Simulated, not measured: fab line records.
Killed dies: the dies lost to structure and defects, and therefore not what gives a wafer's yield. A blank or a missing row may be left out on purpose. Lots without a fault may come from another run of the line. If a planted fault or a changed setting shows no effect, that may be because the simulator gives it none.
Problem report, 8D (eight disciplines) form, completed by code    flow nandHarc    the parts of the form that need people (team, actions taken, sign-off) are left out

== 1. THE PROBLEM ==
Wafers without a fault read 997 nm, standard deviation 8.1; thkNm at NHARC_A_ONON_D2_THK_MEAS_18 reads a mean of 1290 nm on 2 wafers belonging to 2 lots. That puts it +36 standard deviations away from the usual mean.
The step: measures by ellipsometry.
Seen first at day 15 01:17 on filmMetro-01, wafer L112.5. The record holds 34 wafers of 12 lots with a number at this step. Rule for "out" (also "out of limits"): further than 4 standard deviations from the usual mean. The other wafers with a number count as sound.

== 2. WHAT THIS IS AND IS NOT ==
question                     is                 is not
which readings at this step  thkNm              -
which lots                   L112, L116         L107, L109, L110, L113, L120, L124, L126, L127, L129, L130
which wafers of those lots   L112.5, L116.5     L112.2, L112.4
read on which gauges         filmMetro-01       filmMetro-02
when                         from day 15 01:17  up to then (14 sound wafers); but 18 sound wafers of L120, L124, L126, L127, L129, L130 came after

== 3. THE SUSPECTS, EACH WITH WHAT RULES IT OUT ==
Counting: a tool at a process step up to the reading stays a suspect if it ran every lot that is out. Sound lots after the first of them don't rule it out here, since some wafers of a struck lot are sound.
- the gauge at NHARC_A_ONON_D2_THK_MEAS_18 has been ruled out. All the wafers that are out were read on filmMetro-01, but those of them that NHARC_END_SORT_01 has rows for are out there too, on other tools.
- rieDiel-04 at NHARC_A_CHANNEL_FILL_D1_STRIP_28 (strips in O2, time 20 s): kept. It processed each lot that is out (first: L112, day 11 23:22); up to then, its last sound lot is L110 (day 10 21:14).
- pecvdOnon-03 at NHARC_A_ONON_D2_DEP_16 (target thk 1000 nm): kept. It processed each lot that is out (first: L112, day 15 00:50); up to then, its last sound lot is L113 (day 14 18:28).
What counting leaves: rieDiel-04 at NHARC_A_CHANNEL_FILL_D1_STRIP_28 and pecvdOnon-03 at NHARC_A_ONON_D2_DEP_16.

== 4. THE CAUSE (what the simulator had put in) ==
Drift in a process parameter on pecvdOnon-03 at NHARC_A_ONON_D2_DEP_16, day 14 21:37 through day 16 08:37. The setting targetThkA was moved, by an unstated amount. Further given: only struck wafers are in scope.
Of the 2 suspects that counting leaves, this tool is one.

== 5. THE EFFECT CHAIN, in route order ==
One row per reading whose mean, taken over the struck wafers that have a number, lies over 3 standard deviations from the usual. Only readings for which the record gives a usual standard deviation are gone through. hours: the time from each lot's start at the first step in this table that gives one to its start at this step, as a median over the lots. sigmas: the change in usual standard deviations.
hours  step                         reading        usual   on struck wafers  change  sigmas
0      NHARC_A_ONON_D2_THK_MEAS_18  thkNm          997 nm  1290              +292    +36
287    NHARC_END_SORT_01            killedAtArray  61      674               +612    +24
287    NHARC_END_SORT_01            killedDies     66      677               +611    +24

== 6. HOW IT WOULD HAVE BEEN CAUGHT EARLIER ==
Counted from the fault's start at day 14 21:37, it took 4 hours until the first out-of-limits reading at a measuring or inspecting step in this record, taken at day 15 01:17.
Tool readings at NHARC_A_ONON_D2_DEP_16 with a usual standard deviation given in the record: none out on any struck wafer, hence no alarm at a limit of 4 standard deviations on them.
Of the lots that are out (2), L116 began NHARC_A_ONON_D2_DEP_16 on pecvdOnon-03 after day 15 01:17. Putting the tool on hold at that point would have spared it.
